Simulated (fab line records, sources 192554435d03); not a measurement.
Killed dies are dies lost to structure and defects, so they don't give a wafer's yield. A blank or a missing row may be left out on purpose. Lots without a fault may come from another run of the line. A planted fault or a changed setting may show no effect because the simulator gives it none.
Which tool did it? | flow n5_finfet | 24 lots, 72 wafers sampled, at 5 steps of a route of 1938

WHAT THE GAUGES READ, wafer by wafer
N5_BEOL_M2_CD_MEAS_11: target cd 16.79 nm.
lot  | measured     | on        | cd_nm (nm)
L075 | day 6 20:28  | cd_sem-02 | 16.73 16.51 16.52
L076 | day 7 04:40  | cd_sem-03 | 17.09 17.23 17.03
L077 | day 7 08:14  | cd_sem-03 | 16.71 16.40 16.42
L074 | day 7 18:35  | cd_sem-02 | 16.62 17.12 16.81
L079 | day 7 19:49  | cd_sem-02 | 16.96 17.00 17.04
L078 | day 7 20:25  | cd_sem-02 | 16.48 16.34 16.56
L080 | day 7 21:38  | cd_sem-02 | 16.41 16.40 16.66
L081 | day 8 03:27  | cd_sem-02 | 16.75 16.38 16.41
L082 | day 8 14:05  | cd_sem-02 | 16.54 16.73 16.35
L083 | day 9 01:50  | cd_sem-03 | 16.41 16.67 16.48
L084 | day 9 09:47  | cd_sem-02 | 16.27 16.49 16.10
L085 | day 9 11:55  | cd_sem-02 | 16.44 16.49 16.85
L086 | day 9 23:14  | cd_sem-01 | 16.72 16.89 16.93
L087 | day 10 04:35 | cd_sem-01 | 16.61 16.59 16.54
L088 | day 10 07:04 | cd_sem-02 | 16.88 16.55 16.97
L089 | day 10 07:22 | cd_sem-03 | 16.45 16.34 16.88
L090 | day 10 11:56 | cd_sem-03 | 17.10 16.27 16.35
L091 | day 10 17:25 | cd_sem-03 | 16.62 16.18 16.42
L092 | day 11 01:34 | cd_sem-03 | 16.25 16.45 16.44
L093 | day 11 06:05 | cd_sem-03 | 17.17 16.92 17.00
L094 | day 11 10:01 | cd_sem-01 | 16.39 16.42 16.33
L096 | day 11 22:36 | cd_sem-03 | 16.28 16.52 15.92
L095 | day 12 01:31 | cd_sem-02 | 16.78 16.37 16.43
L097 | day 12 05:29 | cd_sem-01 | 16.56 16.49 16.22

N5_BEOL_M2_INSPECT_13: inspects for defects (brightfield).
lot  | measured     | on                | raw_defect_count
L075 | day 6 20:33  | defect_inspect-02 | 500 626 565
L076 | day 7 04:46  | defect_inspect-01 | 263 282 331
L077 | day 7 08:19  | defect_inspect-01 | 333 394 262
L074 | day 7 18:40  | defect_inspect-02 | 292 441 464
L079 | day 7 19:55  | defect_inspect-02 | 548 426 682
L078 | day 7 20:30  | defect_inspect-02 | 580 485 578
L080 | day 7 21:43  | defect_inspect-01 | 222 276 403
L081 | day 8 03:32  | defect_inspect-02 | 324 467 451
L082 | day 8 14:10  | defect_inspect-02 | 526 403 556
L083 | day 9 01:55  | defect_inspect-02 | 516 454 410
L084 | day 9 09:52  | defect_inspect-01 | 465 448 444
L085 | day 9 12:00  | defect_inspect-02 | 520 354 376
L086 | day 9 23:20  | defect_inspect-01 | 430 332 340
L087 | day 10 04:40 | defect_inspect-02 | 535 413 507
L088 | day 10 07:09 | defect_inspect-02 | 458 539 433
L089 | day 10 07:27 | defect_inspect-02 | 353 305 291
L090 | day 10 12:02 | defect_inspect-02 | 412 585 369
L091 | day 10 17:31 | defect_inspect-02 | 661 508 693
L092 | day 11 01:40 | defect_inspect-01 | 286 398 442
L093 | day 11 06:11 | defect_inspect-02 | 316 421 402
L094 | day 11 10:07 | defect_inspect-01 | 334 340 284
L096 | day 11 22:41 | defect_inspect-02 | 382 363 363
L095 | day 12 01:36 | defect_inspect-02 | 331 327 328
L097 | day 12 05:34 | defect_inspect-02 | 300 576 387

WHICH TOOL RAN EACH LOT (tool, then ch and the chambers of the sampled wafers, then the start)
lot  | N5_BEOL_M1_SPUTTER_90        | N5_BEOL_M1_SPUTTER_94        | N5_BEOL_M2_PECVD_72
L075 | pvd_sputter-02, day 6 15:50  | pvd_sputter-02, day 6 16:17  | pecvd-01 ch 0,2, day 6 17:43
L076 | pvd_sputter-02, day 7 02:02  | pvd_sputter-02, day 7 02:28  | pecvd-04 ch 0,1,2, day 7 03:57
L077 | pvd_sputter-02, day 7 05:54  | pvd_sputter-02, day 7 06:20  | pecvd-04 ch 0,1,2, day 7 07:47
L074 | pvd_sputter-03, day 7 14:08  | pvd_sputter-03, day 7 14:34  | pecvd-04 ch 0,2, day 7 16:07
L079 | pvd_sputter-01, day 7 16:47  | pvd_sputter-01, day 7 17:14  | pecvd-04 ch 0,2, day 7 18:41
L078 | pvd_sputter-03, day 7 17:19  | pvd_sputter-03, day 7 17:46  | pecvd-01 ch 0,1,2, day 7 19:11
L080 | pvd_sputter-01, day 7 19:01  | pvd_sputter-01, day 7 19:27  | pecvd-01 ch 0,1, day 7 20:53
L081 | pvd_sputter-02, day 8 00:57  | pvd_sputter-02, day 8 01:23  | pecvd-02 ch 0,2, day 8 02:51
L082 | pvd_sputter-02, day 8 10:47  | pvd_sputter-02, day 8 11:13  | pecvd-04 ch 0,1,2, day 8 12:43
L083 | pvd_sputter-02, day 8 21:55  | pvd_sputter-02, day 8 22:25  | pecvd-02 ch 0,1, day 8 23:59
L084 | pvd_sputter-03, day 9 05:30  | pvd_sputter-03, day 9 05:56  | pecvd-02 ch 0,1, day 9 07:22
L085 | pvd_sputter-03, day 9 08:58  | pvd_sputter-03, day 9 09:24  | pecvd-04 ch 0,2, day 9 10:57
L086 | pvd_sputter-02, day 9 20:24  | pvd_sputter-02, day 9 20:50  | pecvd-04 ch 0,2, day 9 22:19
L087 | pvd_sputter-01, day 10 00:43 | pvd_sputter-01, day 10 01:09 | pecvd-01 ch 0,1,2, day 10 02:35
L088 | pvd_sputter-02, day 10 02:51 | pvd_sputter-02, day 10 03:17 | pecvd-01 ch 0,1,2, day 10 05:02
L089 | pvd_sputter-03, day 10 03:46 | pvd_sputter-03, day 10 04:13 | pecvd-02 ch 1,2, day 10 05:39
L090 | pvd_sputter-02, day 10 09:29 | pvd_sputter-02, day 10 09:56 | pecvd-02 ch 1,2, day 10 11:22
L091 | pvd_sputter-03, day 10 12:50 | pvd_sputter-03, day 10 13:17 | pecvd-01 ch 0,2, day 10 14:43
L092 | pvd_sputter-01, day 10 21:01 | pvd_sputter-01, day 10 21:28 | pecvd-01 ch 0,1,2, day 10 22:55
L093 | pvd_sputter-03, day 11 03:36 | pvd_sputter-03, day 11 04:02 | pecvd-02 ch 0,2, day 11 05:30
L094 | pvd_sputter-03, day 11 06:46 | pvd_sputter-03, day 11 07:12 | pecvd-02 ch 0,1,2, day 11 08:43
L096 | pvd_sputter-03, day 11 19:36 | pvd_sputter-03, day 11 20:02 | pecvd-01 ch 0,1,2, day 11 21:28
L095 | pvd_sputter-03, day 11 21:26 | pvd_sputter-03, day 11 21:53 | pecvd-02 ch 0,1, day 11 23:47
L097 | pvd_sputter-01, day 12 02:44 | pvd_sputter-01, day 12 03:11 | pecvd-02 ch 0,1, day 12 04:38
- N5_BEOL_M1_SPUTTER_90: material Cu, target thk 4.5 nm, time 8.29 s.
- N5_BEOL_M1_SPUTTER_94: material Cu, target thk 4.5 nm, time 8.29 s.
- N5_BEOL_M2_PECVD_72: deposits SiO2 from TEOS/O2, target thk 16 nm, time 18 s.

WHAT THE TOOLS THEMSELVES READ (means of the sampled wafers that have a number; where no wafer has one, the mark that the record gives instead)
N5_BEOL_M1_SPUTTER_90.
lot  | tool           | chuck_gas_flow_sccm (sccm) | throttle_valve_pct (%)
L075 | pvd_sputter-02 | 1.30                       | 30.7
L076 | pvd_sputter-02 | 1.23                       | 29.8
L077 | pvd_sputter-02 | 1.24                       | 30.7
L074 | pvd_sputter-03 | 1.25                       | 30.2
L079 | pvd_sputter-01 | 1.32                       | 29.6
L078 | pvd_sputter-03 | 1.28                       | 30.2
L080 | pvd_sputter-01 | 1.29                       | 29.5
L081 | pvd_sputter-02 | 1.27                       | 30.2
L082 | pvd_sputter-02 | 1.23                       | 29.6
L083 | pvd_sputter-02 | 1.27                       | 29.8
L084 | pvd_sputter-03 | 1.29                       | 29.8
L085 | pvd_sputter-03 | 1.22                       | 30.2
L086 | pvd_sputter-02 | 1.27                       | 29.6
L087 | pvd_sputter-01 | 1.25                       | 28.8
L088 | pvd_sputter-02 | 1.26                       | 30.7
L089 | pvd_sputter-03 | 1.28                       | 29.8
L090 | pvd_sputter-02 | 1.25                       | 29.2
L091 | pvd_sputter-03 | 1.31                       | 29.8
L092 | pvd_sputter-01 | 1.30                       | 28.8
L093 | pvd_sputter-03 | 1.24                       | 30.1
L094 | pvd_sputter-03 | 1.26                       | 29.7
L096 | pvd_sputter-03 | 1.28                       | 29.9
L095 | pvd_sputter-03 | 1.29                       | 30.2
L097 | pvd_sputter-01 | 1.29                       | 29.6

N5_BEOL_M1_SPUTTER_94.
lot  | tool           | chuck_gas_flow_sccm (sccm) | throttle_valve_pct (%)
L075 | pvd_sputter-02 | 1.25                       | 30.8
L076 | pvd_sputter-02 | 1.29                       | 29.9
L077 | pvd_sputter-02 | 1.27                       | 30.6
L074 | pvd_sputter-03 | 1.22                       | 30.1
L079 | pvd_sputter-01 | 1.29                       | 29.6
L078 | pvd_sputter-03 | 1.23                       | 30.3
L080 | pvd_sputter-01 | 1.28                       | 29.5
L081 | pvd_sputter-02 | 1.26                       | 30.1
L082 | pvd_sputter-02 | 1.27                       | 29.6
L083 | pvd_sputter-02 | 1.28                       | 29.8
L084 | pvd_sputter-03 | 1.31                       | 29.7
L085 | pvd_sputter-03 | 1.23                       | 30.3
L086 | pvd_sputter-02 | 1.26                       | 29.8
L087 | pvd_sputter-01 | 1.31                       | 28.8
L088 | pvd_sputter-02 | 1.29                       | 30.5
L089 | pvd_sputter-03 | 1.28                       | 29.5
L090 | pvd_sputter-02 | 1.26                       | 29.0
L091 | pvd_sputter-03 | 1.29                       | 29.8
L092 | pvd_sputter-01 | 1.31                       | 29.0
L093 | pvd_sputter-03 | 1.27                       | 29.8
L094 | pvd_sputter-03 | 1.26                       | 29.6
L096 | pvd_sputter-03 | 1.27                       | 29.9
L095 | pvd_sputter-03 | 1.28                       | 30.1
L097 | pvd_sputter-01 | 1.23                       | 29.5

N5_BEOL_M2_PECVD_72.
lot  | tool     | heater_power_outer_w (W) | heater_power_w (W) | showerhead_plenum_p_Torr (Torr) | throttle_valve_pct (%)
L075 | pecvd-01 | 412                      | 720                | 8.82                            | 21.9
L076 | pecvd-04 | 444                      | 771                | 8.70                            | 23.2
L077 | pecvd-04 | 455                      | 772                | 8.70                            | 23.2
L074 | pecvd-04 | 522                      | 882                | 8.74                            | 22.8
L079 | pecvd-04 | 535                      | 897                | 8.73                            | 22.8
L078 | pecvd-01 | 369                      | 664                | 8.81                            | 21.6
L080 | pecvd-01 | 369                      | 649                | 8.79                            | 21.8
L081 | pecvd-02 | 408                      | 687                | 8.88                            | 21.1
L082 | pecvd-04 | 396                      | 703                | 8.70                            | 23.3
L083 | pecvd-02 | 450                      | 734                | 8.81                            | 22.7
L084 | pecvd-02 | 398                      | 661                | 8.81                            | 22.6
L085 | pecvd-04 | 550                      | 910                | 8.74                            | 22.9
L086 | pecvd-04 | 474                      | 825                | 8.73                            | 23.9
L087 | pecvd-01 | 393                      | 707                | 8.80                            | 21.8
L088 | pecvd-01 | 406                      | 712                | 8.81                            | 21.7
L089 | pecvd-02 | 414                      | 679                | 8.85                            | 22.4
L090 | pecvd-02 | 388                      | 645                | 8.80                            | 22.9
L091 | pecvd-01 | 418                      | 740                | 8.83                            | 21.8
L092 | pecvd-01 | 386                      | 680                | 8.82                            | 21.8
L093 | pecvd-02 | 425                      | 704                | 8.89                            | 21.3
L094 | pecvd-02 | 410                      | 667                | 8.86                            | 22.2
L096 | pecvd-01 | 413                      | 710                | 8.80                            | 21.8
L095 | pecvd-02 | 431                      | 703                | 8.82                            | 23.0
L097 | pecvd-02 | 383                      | 641                | 8.85                            | 22.0

THE ANSWER, worked out from the rows above alone
Rule: what is usual is taken from the lots themselves. Put in order of their means at a reading, lots are off if they are a third of the lots or fewer, leave a main group of 4 or more, and stand apart from it by a gap of 3 or more times the standard deviation of the main group's means; of several such gaps the widest counts. A main group whose means are all the same, to the digits that the tables above print for the reading, isn't used. A lot without any number at a reading at which 4 lots or more have one is off too. The other lots that the step has rows for count as sound. The gauges are gone through in route order, then the tools' own readings, and for those a lot's mean is taken as printed above. The first step at which some lot is off is used, and at that step the reading that is off furthest; a lot without a number counts as furthest.
No lot is off at any reading shown: from this, nothing can be told.

WHAT THE SIMULATOR HAD PUT IN
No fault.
